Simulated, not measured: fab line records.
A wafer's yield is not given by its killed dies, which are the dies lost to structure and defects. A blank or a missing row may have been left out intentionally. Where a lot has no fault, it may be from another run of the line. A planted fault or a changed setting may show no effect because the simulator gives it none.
Matching of chambers | flow nand-harc | NHARC_A_CHANNEL_FILL_D2_STRIP_28 on rie-diel-13: 4 sister chambers
The step strips in O2, time 20 s. 14 wafers are shown with their chamber, then 7 later ones without.

WAFERS, EACH WITH ITS CHAMBER
wafer  | chamber | drypump-motor-current-A (A) | showerhead-plenum-p-Torr (Torr) | oes-product-au (a.u.)
L077.1 | 2       | 4.9                         | 3.33                            | 1.000
L077.2 | 3       | 5.6                         | 3.46                            | 0.986
L077.5 | 1       | 5.7                         | 3.65                            | 0.999
L079.3 | 3       | 5.6                         | 3.45                            | 0.999
L079.4 | 2       | 4.9                         | 3.33                            | 1.017
L079.5 | 1       | 5.7                         | 3.65                            | 0.995
L081.2 | 2       | 4.9                         | 3.33                            | 1.010
L081.3 | 0       | 5.1                         | 3.55                            | 1.009
L081.5 | 1       | 5.7                         | 3.64                            | 0.996
L086.1 | 0       | 5.2                         | 3.54                            | 1.005
L086.3 | 3       | 5.6                         | 3.45                            | 1.003
L086.5 | 0       | 5.2                         | 3.54                            | 0.997
L089.1 | 3       | 5.6                         | 3.44                            | 1.001
L089.4 | 2       | 4.9                         | 3.32                            | 1.010

SIGNATURES, as means of the wafers listed above
reading                  | chamber 0 | chamber 1 | chamber 2 | chamber 3 | scatter within a chamber
drypump-motor-current-A  | 5.167     | 5.700     | 4.900     | 5.600     | 0.0258
showerhead-plenum-p-Torr | 3.5433    | 3.6467    | 3.3275    | 3.4500    | 0.00639
oes-product-au           | 1.00367   | 0.99667   | 1.00925   | 0.99725   | 0.00638
Rule: a wafer's distance from a chamber is the root of the sum, over the readings, of the square of ((its reading less the chamber's mean) divided by the reading's scatter). The wafer belongs to the nearest chamber; if the next one is less than 2 further off, it can't be placed. The scatter: the root of (the sum of the squares of (reading less its chamber's mean) over the shown wafers, divided by (wafers less chambers)).

WAFERS WHOSE CHAMBER IS MISSING
wafer  | drypump-motor-current-A (A) | showerhead-plenum-p-Torr (Torr) | oes-product-au (a.u.)
L089.5 | 4.9                         | 3.32                            | 1.012
L092.2 | 5.7                         | 3.63                            | 0.983
L092.3 | 5.1                         | 3.54                            | 0.990
L092.4 | 4.9                         | 3.32                            | 1.012
L095.1 | 5.6                         | 3.44                            | 0.996
L095.5 | 5.2                         | 3.53                            | 1.006
L095.6 | 5.6                         | 3.44                            | 0.997

CHAMBER TAKEN BY EACH
wafer  | from the rows above | in truth
L089.5 | 2                   | 2
L092.2 | 1                   | 1
L092.3 | 0                   | 0
L092.4 | 2                   | 2
L095.1 | 3                   | 3
L095.5 | 0                   | 0
L095.6 | 3                   | 3
Correctly placed: 7 of 7. From these rows, 0 cannot be placed. Wrongly placed: 0.
